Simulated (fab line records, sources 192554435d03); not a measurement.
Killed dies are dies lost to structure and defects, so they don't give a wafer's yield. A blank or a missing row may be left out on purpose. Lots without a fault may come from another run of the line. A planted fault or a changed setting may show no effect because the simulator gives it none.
Chamber matching | flow n5_finfet | N5_BEOL_M11_CMP_52 on cmp-01: 4 sister chambers
The step polishes, stops on SiCOH lowk, t overpolish 7 s, target thk 140 nm. 8 wafers are shown with their chamber, then 8 later ones without.

WAFERS WITH THEIR CHAMBER
wafer  | chamber | motor_current_A (A) | barrier_field_endpoint_s (s)
L076.4 | 3       | 5.2                 | 28.6
L080.6 | 1       | 5.3                 | 28.2
L081.1 | 3       | 5.6                 | 28.8
L081.3 | 1       | 5.3                 | 28.8
L082.2 | 0       | 7.0                 | 29.4
L082.4 | 2       | 7.2                 | 28.7
L082.5 | 0       | 6.6                 | 30.1
L086.1 | 2       | 7.4                 | 28.6

WAFERS WITHOUT THEIR CHAMBER
wafer  | motor_current_A (A) | barrier_field_endpoint_s (s)
L086.3 | 5.3                 | 28.1
L086.5 | 7.2                 | 28.9
L090.2 | 7.3                 | 30.2
L090.3 | 5.4                 | 28.3
L090.5 | 7.3                 | 29.5
L096.2 | 6.9                 | 28.5
L096.4 | 7.5                 | 28.4
L096.5 | 5.3                 | 28.2

WHICH CHAMBER EACH WENT THROUGH
wafer  | from the rows above     | in truth
L086.3 | can't be placed: 1 or 3 | 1
L086.5 | 2                       | 2
L090.2 | can't be placed: 0 or 2 | 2
L090.3 | can't be placed: 1 or 3 | 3
L090.5 | can't be placed: 0 or 2 | 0
L096.2 | can't be placed: 2 or 0 | 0
L096.4 | 2                       | 2
L096.5 | can't be placed: 1 or 3 | 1
Placed correctly: 2 of 8. Can't be placed from these rows: 6 (the true chamber is among the candidates in 6). Placed wrongly: 0.
How it was worked out, from the rows above alone: a wafer's distance from a chamber is the root of the sum, over the readings, of the square of ((its reading less the chamber's mean) divided by the reading's scatter). The wafer belongs to the nearest chamber; if the next one is less than 2 further off, it can't be placed. A chamber's mean is the mean of its shown wafers. The scatter: the root of (the sum of the squares of (reading less its chamber's mean) over the shown wafers, divided by (wafers less chambers)).
